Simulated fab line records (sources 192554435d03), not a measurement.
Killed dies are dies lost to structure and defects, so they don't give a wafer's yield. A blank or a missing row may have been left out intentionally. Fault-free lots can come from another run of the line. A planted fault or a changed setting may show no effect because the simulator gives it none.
Split-lot experiment + flow n5 finfet + 7 lots, 21 wafers read, on a route of 1938 steps

## ON THE SPLIT
At N5_MOL_CONTACT_COAG_ALD_27 (deposits SiOC, target thk 17 nm, pulse time 1.5 s, time 2720 s), the setting ald cycles was moved away from the recipe's 340 on 6 of the 21 wafers read, by -12.4% to +15.0%. This setting was run at the recipe's value on the other wafers.

The reading comes from the split's own step.

## THE READING
SiOC_of_MOL_CONTACT_COAG_ALD_27.thk nm (the simulator's own value, which no gauge read), in nm, at N5_MOL_CONTACT_COAG_ALD_27 (deposits SiOC, target thk 17 nm, pulse time 1.5 s, time 2720 s). No usual value for it is given in the file. Here, 15 wafers ran the recipe; their average is 17.0 nm with a standard deviation of 0.1 nm.

| wafer  | tool, chamber at the split | ald cycles as run | against the recipe | SiOC_of_MOL_CONTACT_COAG_ALD_27.thk nm, nm | against lot-mates on the recipe |
|--------|----------------------------|-------------------|--------------------|--------------------------------------------|---------------------------------|
| L074.2 | ald sin-03, 3              | 298               | -12.4%             | 15                                         | -2.1                            |
| L074.4 | ald sin-03, 1              | 340               | recipe             | 17                                         | -                               |
| L074.6 | ald sin-03, 1              | 340               | recipe             | 17.2                                       | -                               |
| L077.1 | ald sin-04, 1,3,1          | 340               | recipe             | 17                                         | -                               |
| L077.4 | ald sin-04, 1,3,1          | 340               | recipe             | 17                                         | -                               |
| L077.6 | ald sin-04, 1,3,1          | 340               | recipe             | 17                                         | -                               |
| L078.1 | ald sin-04, 3,0            | 326               | -4.1%              | 16.4                                       | -0.6                            |
| L078.4 | ald sin-04, 3,0            | 326               | -4.1%              | 16.4                                       | -0.6                            |
| L078.2 | ald sin-04, 1              | 340               | recipe             | 17                                         | -                               |
| L082.1 | ald sin-04, 3,1,2          | 340               | recipe             | 17                                         | -                               |
| L082.2 | ald sin-04, 3,1,2          | 340               | recipe             | 17                                         | -                               |
| L082.3 | ald sin-04, 3,1,2          | 340               | recipe             | 17                                         | -                               |
| L083.2 | ald sin-04, 0,3            | 340               | recipe             | 17                                         | -                               |
| L083.6 | ald sin-04, 0,3            | 340               | recipe             | 17                                         | -                               |
| L083.5 | ald sin-04, 2              | 391               | +15.0%             | 19.6                                       | +2.6                            |
| L087.1 | ald sin-04, 3              | 340               | recipe             | 17.2                                       | -                               |
| L087.2 | ald sin-04, 2,1            | 371               | +9.1%              | 18.6                                       | +1.4                            |
| L087.4 | ald sin-04, 2,1            | 371               | +9.1%              | 18.6                                       | +1.4                            |
| L093.1 | ald sin-02, 0              | 340               | recipe             | 17                                         | -                               |
| L093.3 | ald sin-02, 2              | 340               | recipe             | 16.8                                       | -                               |
| L093.5 | ald sin-02, 2              | 340               | recipe             | 16.8                                       | -                               |
The file does not say which wafer passed through which chamber wherever a row lists several chambers: such a row stands for several wafers.

THE FIT
A straight line over all 21 wafers: SiOC_of_MOL_CONTACT_COAG_ALD_27.thk nm changes by +0.169 nm for each +1% of ald cycles; r = +0.99; the points scatter about the line by 0.099 nm.
The same after taking each lot's own level away (the mean of its wafers on the recipe; 21 wafers): +0.165 nm for each +1%; r = +1.00; scatter 0.073 nm.
The reading moves by 2.5 nm for the largest change in ald cycles, on that fit.
Across the lots, their own levels run from 16.87 to 17.20 nm, a range of 3.2 times the standard deviation given above.
The two slopes are in agreement: the lot-to-lot level therefore moves the slope only a little.
Check: for one of the wafers moved furthest among these (+15.0%), held out of the fit, the line's prediction against its lot-mates is +2.39 nm. Against them it came out at +2.6 nm.

## OTHER SPLITS APPLIED TO THESE WAFERS
These wafers also went through other splits before the reading. Each is held against what the fit with the lots' levels taken away leaves over:
| other split on the same wafers | wafers away from the commonest value | r with SiOC_of_MOL_CONTACT_COAG_ALD_27.thk nm (lot level and that fit taken away) |
|--------------------------------|--------------------------------------|-----------------------------------------------------------------------------------|
| N5_SDB_EXPOSE_08 dose mj       | 7                                    | -0.19                                                                             |
| N5_HKMG_FIN_ETCH_35 source w   | 6                                    | -0.07                                                                             |

## THE FILE'S OWN FIT
SiOC_of_MOL_CONTACT_COAG_ALD_27.thk nm changes by +0.168 nm for each +1% of ald cycles, r = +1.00.
